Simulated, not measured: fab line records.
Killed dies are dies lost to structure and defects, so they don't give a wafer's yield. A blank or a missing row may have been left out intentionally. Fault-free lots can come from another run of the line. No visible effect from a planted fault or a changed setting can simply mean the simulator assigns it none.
Chamber matching	flow n5Finfet	rieDiel-03 running N5_MOL_CONTACT_COAG_ETCH_106: 3 sister chambers
The step etches SOC in N2/H2, target depth 80 nm, overetch 16 nm, time 120 s. 3 wafers are shown with their chamber, then 8 later ones without.

WAFERS WITH THEIR CHAMBER
wafer	chamber	showerheadPlenumPTorr (Torr)
L085.6	0	2.62
L088.3	3	2.58
L088.5	1	2.38

WAFERS WITHOUT THEIR CHAMBER
wafer	showerheadPlenumPTorr (Torr)
L091.2	2.57
L091.4	2.61
L091.6	2.38
L092.2	2.37
L092.5	2.37
L092.6	2.61
L096.1	2.61
L096.2	2.57

CHAMBER TAKEN BY EACH
wafer	from the rows above	in truth
L091.2	3	3
L091.4	0	0
L091.6	1	1
L092.2	1	1
L092.5	1	1
L092.6	0	0
L096.1	0	0
L096.2	3	3
Correct placement for 8 of the 8. Number that these rows cannot place: 0. Number placed wrongly: 0.
How it was worked out, from the rows above alone: a wafer's distance from a chamber is the root of the sum, over the readings, of the square of ((its reading less the chamber's mean) divided by the reading's scatter). The wafer belongs to the nearest chamber; if the next one is less than 2 further off, it can't be placed. The mean given for a chamber averages the wafers shown for that chamber. The scatter (one wafer shown for each chamber): square how far every hidden wafer sits from the nearest shown wafer, average those squares and take the square root.
